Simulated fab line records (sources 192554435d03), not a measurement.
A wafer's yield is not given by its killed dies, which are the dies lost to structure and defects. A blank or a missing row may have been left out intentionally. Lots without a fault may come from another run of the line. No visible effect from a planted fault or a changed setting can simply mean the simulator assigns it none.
A lot that was struck, set against a sound lot | flow n5 finfet | 16 out of 1938 route steps
Sound: the wafers L744.3, L744.4, L744.6. Struck: wafer L745.4. (L745.2, L745.5 of the same lot were not struck and are left out.) The cause comes at the end.
For every step that has rows: the tool of each side, followed by ch and its chambers, followed by its first start. Under that, the readings that differ: sound wafers | struck wafers | difference of the means | sigmas: that difference in standard deviations of wafers without a fault.
alike: a reading whose means differ by less than 2 such deviations, as well as words and numbers matching on both sides. not compared: withheld readings; readings where some wafer has no value; bounds like >300 that might hide an equal value; numbers whose values overlap and for which the record gives no deviation.
A row with sigmas, a row that says differs or no value, or rows on one side alone: a step with any of these is where the two part. Numbers that don't overlap but have no deviation are shown without sigmas and don't part them. A reading that every wafer of one side lacks parts them only if that side has two wafers or more.

N5_BEOL_M9_HM_DEP_02: deposits TiN, target thk 20 nm.
  sound on pvd sputter-03 at day 11 07:28; struck on pvd sputter-03 at day 11 19:44
  alike: throttle valve pct
then, 8 steps without rows for these wafers: N5_BEOL_M9_COAT_59 (time 60 s, resist thk 100 nm); N5_BEOL_M9_COAT_60 (time 60 s, resist thk 30 nm); N5_BEOL_M9_COAT_05 (resist thk 90 nm); N5_BEOL_M9_EBR_07; N5_BEOL_M9_SOFTBAKE_06 (time 60 s); N5_BEOL_M9_EXPOSE_08 (exposes mask M9); N5_BEOL_M9_PEB_09 (peb time 60 s); N5_BEOL_M9_DEVELOP_10 (develop time 30 s).
N5_BEOL_M9_CD_MEAS_11: target cd 64.1 nm.
  sound on cd sem-01 ch 0, day 11 07:58; struck on cd sem-01 ch 0, day 11 20:06
  alike: cd nm
N5_BEOL_M9_OVL_MEAS_12:
  sound on overlay-01 ch 0, day 11 07:59; struck on overlay-01 ch 0, day 11 20:08
  alike: M9_OVL
N5_BEOL_M9_INSPECT_13: inspects for defects (brightfield).
  sound on defect inspect-02 at day 11 08:01; struck on defect inspect-01 at day 11 20:09
  alike: raw defect count
N5_BEOL_M9_DESCUM_16: chemistry O2, time 7.9 s.
  sound on rie diel-04 ch 0,1,3, day 11 08:03; struck on rie diel-05 ch 0, day 11 20:11
  reading                                      | sound          | struck | difference | sigmas
  model.CAR-ArF_of_BEOL_M9_COAT_05.thk nm (nm) | 83.4 83.6 83.6 | 82.2   | -1.3       |
  alike: bias power w, drypump motor current A, oes product au, rf vpp V, showerhead plenum p Torr, throttle valve pct
  not compared: rf hours counter h
N5_BEOL_M9_ETCH_61: etches SiARC in CF4, target depth 39 nm, time 65 s.
  sound on rie diel-04 ch 0,1,3, day 11 08:05; struck on rie diel-05 ch 0, day 11 20:13
  reading                                      | sound          | struck | difference | sigmas
  model.CAR-ArF_of_BEOL_M9_COAT_05.thk nm (nm) | 55.4 55.6 55.6 | 54.2   | -1.3       |
  alike: drypump motor current A, etch rf on time s, oes product au, rf vpp V, showerhead plenum p Torr, throttle valve pct
  not compared: rf hours counter h
N5_BEOL_M9_ETCH_62: etches SOC in N2/H2, target depth 110 nm, overetch 22 nm, time 165 s.
  sound on rie diel-04 ch 0,1,3, day 11 08:08; struck on rie diel-05 ch 0, day 11 20:16
  alike: drypump motor current A, oes product au, rf vpp V, showerhead plenum p Torr, throttle valve pct
  not compared: rf hours counter h
next, for these wafers, 1 step has no rows: N5_PASSIVATION_PROBE_49.

== WHERE THEY PART ==
Nowhere in this record.

WHY: what the simulator had put in
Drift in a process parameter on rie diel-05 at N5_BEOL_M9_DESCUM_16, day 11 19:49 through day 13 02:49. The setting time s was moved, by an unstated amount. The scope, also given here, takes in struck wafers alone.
